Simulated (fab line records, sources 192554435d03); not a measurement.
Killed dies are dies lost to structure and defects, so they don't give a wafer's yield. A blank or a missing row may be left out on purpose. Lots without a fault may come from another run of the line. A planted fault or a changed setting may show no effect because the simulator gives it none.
A struck lot beside a sound one | flow n5_finfet | 25 steps out of a route of 1938
Sound: wafers L286.2, L286.3, L286.5. Struck: wafers L302.2, L302.6. (L302.1 of the same lot was not struck and is left out.) The cause comes at the end.
At each step with rows: each side's tool, then ch and its chambers, then its first start. Under that, the readings that differ: sound wafers | struck wafers | difference of the means | sigmas: that difference in standard deviations of wafers without a fault.
alike: readings whose means differ by less than 2 such deviations, and words and numbers that are the same on both sides. not compared: withheld readings, readings that some wafer has no value for, bounds like >300 that may hide the same value, and numbers for which the record gives no deviation and whose values overlap.
The two part at a step that has a row with sigmas, a row that says differs or no value, or rows on one side only. Numbers that don't overlap but have no deviation are shown without sigmas and don't part them. A reading that every wafer of one side lacks parts them only if that side has two wafers or more.

first, 9 steps without rows for these wafers: N5_BEOL_M0_SAQP_EXPOSE_11 (exposes mask M0 CORE, target cd 42 nm); N5_BEOL_M0_SAQP_PEB_12 (peb time 60 s); N5_BEOL_M0_SAQP_DEVELOP_13 (develop time 30 s); N5_BEOL_M0_SAQP_DESCUM_19 (chemistry O2, time 7.9 s); N5_BEOL_M0_SAQP_ETCH_83 (etches SiARC in CF4, target depth 39 nm, time 65 s); N5_BEOL_M0_SAQP_ETCH_84 (etches SOC in N2/H2, target depth 100 nm, overetch 20 nm, time 150 s); N5_BEOL_M0_SAQP_STRIP_80 (strips in N2/H2); N5_BEOL_M0_SAQP_HM_OPEN_112 (chemistry CHF3/O2, target SiO2, stops on a-Si, target depth 12 nm, time 13.5 s); N5_BEOL_M0_SAQP_STRIP_113 (strips in CHF3/O2).
N5_BEOL_M0_SAQP_MANDREL_ETCH_20: etches a-Si in HBr/Cl2, stops on SiNx, target depth 60 nm, bt time 10 s, time 30 s.
  sound on rie_si-06 ch 1,2, day 6 05:37; struck on rie_si-06 ch 0,2, day 10 16:00
  reading                                         | sound             | struck        | difference | sigmas
  oes_product_au (a.u.)                           | 0.784 0.762 0.765 | 0.689 0.682   | -0.085     | -7
  over_etch_frac                                  | 0.5 0.5 0.5       | 0.8477 0.8477 | +0.3477    |
  model.SOC_of_BEOL_M0_SAQP_COAT_81.thk_nm (nm)   | 76.8 75 75.6      | 70.8 70.2     | -5.3       |
  model.SiNx_of_BEOL_M0_SAQP_PECVD_97.thk_nm (nm) | 17.8 18 18.6      | 15.2 15.2     | -2.9       |
  alike: HBr_flow_sccm, drypump_motor_current_A, mfc_cl2_sccm, throttle_valve_pct
  not compared: rf_hours_counter_h
then, 12 steps without rows for these wafers: N5_BEOL_M0_SAQP_STRIP_86 (strips in N2/H2); N5_BEOL_M0_SAQP_STRIP_115 (strips in post etch residue remover, time 60 s); N5_BEOL_M0_SAQP_SRD_93 (time 30 s); N5_BEOL_M0_SAQP_RECESS_114 (chemistry HF/NH3, target SiO2, target depth 14.4 nm, afs cycles 3, sublimation time 60 s); N5_BEOL_M0_SAQP_SPACER1_ALD_98 (deposits SiO2, target thk 12.8 nm, pulse time 1 s, purge time 2 s); N5_BEOL_M0_SAQP_SPACER1_ETCHBACK_99 (etches SiO2 in CHF3/O2, target depth 15.4 nm, time 7.7 s); N5_BEOL_M0_SAQP_MANDREL1_REMOVE_100 (chemistry HBr/Cl2/O2, target a-Si, stops on SiNx, bt time 10 s); N5_BEOL_M0_SAQP_ETCH_101 (etches SiNx in CH3F/O2, target depth 29.9 nm, time 42.7 s); N5_BEOL_M0_SAQP_ETCH_102 (etches SiO2 in CF4, target depth 4 nm, time 4.4 s); N5_BEOL_M0_SAQP_MANDREL_ETCH_103 (etches a-Si in HBr/Cl2, stops on SiCN, target depth 45 nm, bt time 10 s, time 27 s); N5_BEOL_M0_SAQP_RECESS_104 (chemistry HF/NH3, target SiO2, target depth 18 nm, afs cycles 3, sublimation time 60 s); N5_BEOL_M0_SAQP_COAT_105 (time 60 s, resist thk 100 nm).
N5_BEOL_M0_SAQP_ETCH_106: etches SOC in N2/H2, stops on SiNx, target depth 150 nm.
  sound on rie_diel-02 ch 0,1,3, day 6 07:53; struck on rie_diel-03 ch 1,3, day 10 18:56
  reading                                         | sound      | struck    | difference | sigmas
  model.SiNx_of_BEOL_M0_SAQP_PECVD_97.thk_nm (nm) | 15 15 15.6 | 12.2 12.2 | -3.0       |
  alike: drypump_motor_current_A, oes_product_au, rf_vpp_V, showerhead_plenum_p_Torr, throttle_valve_pct
  not compared: rf_hours_counter_h
then, 1 step without rows for these wafers: N5_BEOL_M0_SAQP_ETCH_107 (etches SiNx in CH3F/O2, target depth 30 nm).
-- the record jumps here: 3 days lie between the struck wafers' starts before and after (it left off in module BEOL_M0_SAQP and takes up again in module BEOL_M4, whose first step shown is number 1111 of the route) --
N5_BEOL_M4_RC_MEAS_101:
  sound on prober-01 ch 0, day 9 06:04; struck on prober-01 ch 0, day 13 08:56
  reading        | sound          | struck    | difference | sigmas
  DIBL_N (mV/V)  | 38.6 38.0 37.9 | 32.5 33.8 | -5.0       | -2
  DIBL_P (mV/V)  | 40 40 40       | 32 33     | -8         | -2
  IOFF_N (nA/um) | 0.23 0.21 0.20 | 0.11 0.12 | -0.10      | -2
  SS_N (mV/dec)  | 72.4 72.1 72.4 | 69.9 70.6 | -2.0       | -2
  alike: IOFF_P, ION_N, ION_P, SS_P, VT_N, VT_P

WHERE THEY PART
First at N5_BEOL_M0_SAQP_MANDREL_ETCH_20; last, within this record, at N5_BEOL_M4_RC_MEAS_101.

WHY: what the simulator had put in
Process parameter drift: rie_si-06, from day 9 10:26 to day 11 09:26, at N5_BEOL_M0_SAQP_MANDREL_ETCH_20. Setting over_etch_frac, moved by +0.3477, from 0.5. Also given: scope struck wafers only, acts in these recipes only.
